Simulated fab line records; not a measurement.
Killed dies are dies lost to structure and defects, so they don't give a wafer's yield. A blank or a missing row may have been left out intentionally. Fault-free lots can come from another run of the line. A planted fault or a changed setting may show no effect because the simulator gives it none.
Matching of chambers -- flow n5_finfet -- ald_sin-03 running N5_SDB_ALD_29: 3 sister chambers
The step deposits SiNx, target thk 30 nm, pulse time 1 s, ald cycles 600. 6 wafers are shown with their chamber, then 9 later ones without.

WAFERS PAIRED WITH THEIR CHAMBERS
wafer,chamber,heater_power_w (W),susceptor_temp_C (C)
L078.1,0,886,399.77
L083.5,0,874,399.48
L086.6,2,939,399.78
L093.1,2,932,400.23
L093.2,3,885,400.15
L093.5,3,853,400.70

WAFERS WHOSE CHAMBER IS MISSING
wafer,heater_power_w (W),susceptor_temp_C (C)
L095.1,949,399.96
L095.4,868,399.86
L095.5,867,399.71
L096.1,885,400.20
L096.4,953,400.25
L096.6,859,400.37
L097.1,866,400.02
L097.4,931,399.89
L097.6,925,400.41

WHICH CHAMBER EACH WENT THROUGH
wafer,from the rows above,in truth
L095.1,2,2
L095.4,can't be placed: 0 or 3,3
L095.5,can't be placed: 0 or 3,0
L096.1,can't be placed: 3 or 0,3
L096.4,2,2
L096.6,3,3
L097.1,can't be placed: 3 or 0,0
L097.4,2,2
L097.6,2,2
Correctly placed: 5 of 9. Can't be placed from these rows: 4 (the true chamber is among the candidates in 4). Wrongly placed: 0.
How it was worked out, from the rows above alone: a wafer's distance from a chamber is the root of the sum, over the readings, of the square of ((its reading less the chamber's mean) divided by the reading's scatter). The wafer belongs to the nearest chamber; if the next one is less than 2 further off, it can't be placed. A chamber's mean is the mean of its shown wafers. The scatter: take each reading less its chamber's mean, square it, sum over the shown wafers, divide by the number of wafers less the number of chambers, and take the root.
